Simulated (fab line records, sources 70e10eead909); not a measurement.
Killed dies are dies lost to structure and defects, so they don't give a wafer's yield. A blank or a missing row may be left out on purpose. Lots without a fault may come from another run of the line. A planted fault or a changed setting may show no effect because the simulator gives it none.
A struck lot beside a sound one | flow nand_harc | 42 steps out of a route of 1302
Sound: wafers L742.3, L742.4, L742.6. Struck: wafers L734.2, L734.4, L734.5. The cause comes at the end.
At each step with rows: each side's tool, then ch and its chambers, then its first start. Under that, the readings that differ: sound wafers | struck wafers | difference of the means | sigmas: that difference in standard deviations of wafers without a fault.
alike: readings whose means differ by less than 2 such deviations, and words and numbers that are the same on both sides. not compared: withheld readings, readings that some wafer has no value for, bounds like >300 that may hide the same value, and numbers for which the record gives no deviation and whose values overlap.
The two part at a step that has a row with sigmas, a row that says differs or no value, or rows on one side only. Numbers that don't overlap but have no deviation are shown without sigmas and don't part them. A reading that every wafer of one side lacks parts them only if that side has two wafers or more.

first, 3 steps without rows for these wafers: NHARC_THIN_TSV_EXPOSE_09 (exposes mask TSV); NHARC_THIN_TSV_PEB_10 (peb time 85 s); NHARC_THIN_TSV_DEVELOP_11 (time 70 s).
NHARC_THIN_TSV_CD_MEAS_12: target cd 1000 nm.
  sound on cd_sem-03 ch 0, day 29 20:52; struck on cd_sem-01 ch 0, day 27 03:35
  alike: cd_nm
then, 3 steps without rows for these wafers: NHARC_THIN_TSV_HARDBAKE_13 (time 80 s); NHARC_THIN_TSV_DESCUM_14 (chemistry O2, time 3 s); NHARC_THIN_TSV_ETCH_44 (etches the open film in CF4/O2, target depth 1594.2 nm, time 797.1 s).
NHARC_THIN_TSV_ETCH_15: target depth 3000 nm, bosch target overetch cycles 2, bosch etch step 2.8 s.
  sound on rie_si-03 ch 0,3, day 29 21:41; struck on rie_si-03 ch 1,2,3, day 27 04:26
  alike: drypump_motor_current_A
  not compared: rf_hours_counter_h
NHARC_THIN_TSV_CD_MEAS_16:
  sound on cd_sem-02, day 29 21:50; struck on cd_sem-03, day 27 04:34
  alike: cd_nm
then, 3 steps without rows for these wafers: NHARC_THIN_TSV_STRIP_45 (strips in O2); NHARC_THIN_TSV_STRIP_46 (strips in post etch residue remover, time 1200 s); NHARC_THIN_TSV_DEP_47 (deposits SiO2, target thk 200 nm).
NHARC_THIN_TSV_ETCHBACK_48: etches the open film in C4F8/Ar, target depth 1028.5 nm, time 405.17 s.
  sound on rie_diel-05 ch 0,1,3, day 29 23:08; struck on rie_diel-01 ch 0,3, day 27 05:50
  alike: chamber_pressure_mTorr, oes_product_au, rf_vpp_V
  not compared: rf_hours_counter_h
then, 3 steps without rows for these wafers: NHARC_THIN_TSV_STRIP_62 (strips in N2/H2, time 20 s); NHARC_THIN_TSV_DEGAS_49 (time 120 s); NHARC_THIN_TSV_PRE_CLEAN_50 (time 30 s).
NHARC_THIN_TSV_PVD_19: deposits TaN, target thk 20 nm.
  sound on pvd_sputter-02; struck on pvd_sputter-02
  alike: throttle_valve_pct
then, 2 steps without rows for these wafers: NHARC_THIN_TSV_PVD_51 (deposits Cu, target thk 100 nm); NHARC_THIN_TSV_ECD_20 (material Cu, target thk 2000 nm).
NHARC_THIN_TSV_ANNEAL_52: time 90 s.
  sound on rtp_anneal-01 ch 0, day 30 00:59; struck on rtp_anneal-01 ch 0, day 27 07:35
  alike: wafer_temp_C_max
then, 3 steps without rows for these wafers: NHARC_THIN_TSV_CMP_21 (polishes, t overpolish 30 s, target thk 2000 nm); NHARC_THIN_TSV_SRD_23; NHARC_THIN_TSV_DEGAS_53 (time 60 s).
NHARC_THIN_TSV_PRE_CLEAN_54: time 30 s.
  sound on pvd_sputter-01, day 30 01:47; struck on pvd_sputter-01, day 27 08:26
  alike: heater_power_w
then, 10 steps without rows for these wafers: NHARC_THIN_TSV_PVD_55 (deposits TiN, target thk 50 nm); NHARC_THIN_TSV_PVD_24 (deposits Al, target thk 800 nm); NHARC_THIN_TSV_DEHYDRATE_25 (time 120 s); NHARC_THIN_TSV_HMDS_26 (time 30 s); NHARC_THIN_TSV_COAT_27; NHARC_THIN_TSV_SOFTBAKE_28 (time 95 s); NHARC_THIN_TSV_EBR_29; NHARC_THIN_TSV_EXPOSE_30 (exposes mask PAD); NHARC_THIN_TSV_PEB_31 (peb time 85 s); NHARC_THIN_TSV_DEVELOP_32 (time 70 s).
NHARC_THIN_TSV_CD_MEAS_33: target cd 5000 nm.
  sound on cd_sem-03 ch 0, day 30 02:56; struck on cd_sem-02 ch 0, day 27 09:22
  reading    | sound                | struck               | difference | sigmas
  cd_nm (nm) | 5000.8 5000.8 4999.8 | 4996.9 4998.5 4998.8 | -2.4       | -2
then, 2 steps without rows for these wafers: NHARC_THIN_TSV_HARDBAKE_34 (time 80 s); NHARC_THIN_TSV_DESCUM_35 (chemistry O2, time 3 s).
NHARC_THIN_TSV_ETCH_59: etches the open film in Cl2/BCl3, target depth 880 nm, time 138.1 s.
  sound on rie_metal-02 ch 0,1, day 30 03:17; struck on rie_metal-01 ch 0,1, day 27 09:41
  reading                     | sound             | struck            | difference | sigmas
  drypump_motor_current_A (A) | 5.6 6.0 6.0       | 4.9 4.7 4.9       | -1.0       | -2
  oes_product_au (a.u.)       | 1.003 1.024 1.026 | 0.994 1.006 1.001 | -0.017     | -2
  alike: chamber_pressure_mTorr, throttle_valve_pct
  not compared: rf_hours_counter_h
then, 3 steps without rows for these wafers: NHARC_THIN_TSV_ETCH_36 (etches the open film in Cl2/BCl3, target depth 65 nm, time 18.571 s); NHARC_THIN_TSV_STRIP_56 (strips in O2); NHARC_THIN_TSV_STRIP_57 (strips in post etch residue remover, time 1200 s).
NHARC_END_SORT_01:
  sound on prober-01 ch 0, day 30 13:34; struck on prober-02 ch 0, day 27 20:56
  reading                  | sound          | struck         | difference | sigmas
  defect_limited_yield (%) | 90.3 92.2 90.5 | 77.3 83.2 77.7 | -11.6      | -5
  killed_at_other          | 2 0 1          | 89 83 87       | +85        | +71
  killed_dies              | 66 53 64       | 154 114 151    | +79        | +5
  alike: killed_at_array, killed_at_periphery, killed_open, killed_short

WHERE THEY PART
First at NHARC_THIN_TSV_CD_MEAS_33; last, within this record, at NHARC_END_SORT_01.

WHY: what the simulator had put in
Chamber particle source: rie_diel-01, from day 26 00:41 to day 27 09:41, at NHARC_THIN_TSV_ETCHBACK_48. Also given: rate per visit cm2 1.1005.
